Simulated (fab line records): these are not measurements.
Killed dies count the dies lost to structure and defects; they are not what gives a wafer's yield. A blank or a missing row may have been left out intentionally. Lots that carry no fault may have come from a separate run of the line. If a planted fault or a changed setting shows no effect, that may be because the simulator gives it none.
Chamber matching | flow n5_finfet | rie_diel-01 running N5_MOL_CONTACT_COAG_STRIP_98: 4 sister chambers
The step strips in N2/H2. 22 wafers are shown with their chamber, then 11 later ones without.

## EACH WAFER AND ITS CHAMBER
wafer  | chamber | showerhead_plenum_p_Torr (Torr) | drypump_motor_current_A (A) | throttle_valve_pct (%)
L077.4 | 1       | 3.31                            | 6.5                         | 18.7
L077.5 | 2       | 3.47                            | 5.5                         | 19.0
L077.6 | 1       | 3.31                            | 6.5                         | 18.7
L079.1 | 3       | 3.08                            | 5.1                         | 18.3
L079.4 | 1       | 3.31                            | 6.4                         | 18.7
L079.6 | 1       | 3.31                            | 6.5                         | 18.7
L084.1 | 0       | 3.22                            | 6.2                         | 18.6
L084.3 | 2       | 3.47                            | 5.4                         | 19.0
L084.4 | 1       | 3.31                            | 6.5                         | 18.7
L085.1 | 2       | 3.47                            | 5.4                         | 19.0
L085.4 | 0       | 3.22                            | 6.2                         | 18.7
L085.6 | 3       | 3.08                            | 5.1                         | 18.4
L087.1 | 3       | 3.08                            | 5.1                         | 18.4
L087.2 | 0       | 3.22                            | 6.2                         | 18.7
L087.5 | 3       | 3.08                            | 5.1                         | 18.4
L088.2 | 3       | 3.07                            | 5.1                         | 18.4
L088.3 | 1       | 3.30                            | 6.4                         | 18.7
L088.6 | 1       | 3.30                            | 6.5                         | 18.7
L090.2 | 2       | 3.46                            | 5.4                         | 19.1
L090.4 | 1       | 3.30                            | 6.4                         | 18.7
L090.6 | 2       | 3.46                            | 5.5                         | 19.1
L092.1 | 1       | 3.30                            | 6.5                         | 18.7

SIGNATURES (means of the wafers above)
reading                  | chamber 0 | chamber 1 | chamber 2 | chamber 3 | scatter within a chamber
showerhead_plenum_p_Torr | 3.2200    | 3.3056    | 3.4660    | 3.0780    | 0.00484
drypump_motor_current_A  | 6.200     | 6.467     | 5.440     | 5.100     | 0.0422
throttle_valve_pct       | 18.667    | 18.700    | 19.040    | 18.380    | 0.0385
Rule: a wafer lies at a distance from a chamber equal to the root of the sum of squares, over the readings, of (its reading less the chamber's mean, divided by the reading's scatter). If the next closest chamber is less than 2 further off than the closest, the wafer can't be placed; otherwise it belongs to the closest. The scatter: the root of (the sum of the squares of (reading less its chamber's mean) over the shown wafers, divided by (wafers less chambers)).

## WAFERS WITH NO CHAMBER GIVEN
wafer  | showerhead_plenum_p_Torr (Torr) | drypump_motor_current_A (A) | throttle_valve_pct (%)
L092.2 | 3.22                            | 6.2                         | 18.7
L092.4 | 3.07                            | 5.2                         | 18.4
L093.2 | 3.21                            | 6.2                         | 18.7
L093.4 | 3.07                            | 5.1                         | 18.4
L093.6 | 3.29                            | 6.5                         | 18.7
L094.1 | 3.21                            | 6.2                         | 18.7
L094.3 | 3.46                            | 5.4                         | 19.1
L094.4 | 3.07                            | 5.1                         | 18.4
L097.1 | 3.07                            | 5.1                         | 18.4
L097.5 | 3.07                            | 5.1                         | 18.4
L097.6 | 3.45                            | 5.4                         | 19.1

## EACH ONE'S CHAMBER
wafer  | from the rows above | in truth
L092.2 | 0                   | 0
L092.4 | 3                   | 3
L093.2 | 0                   | 0
L093.4 | 3                   | 3
L093.6 | 1                   | 1
L094.1 | 0                   | 0
L094.3 | 2                   | 2
L094.4 | 3                   | 3
L097.1 | 3                   | 3
L097.5 | 3                   | 3
L097.6 | 2                   | 2
11 of 11 placed correctly. From these rows, 0 cannot be placed. Placed wrongly: 0.
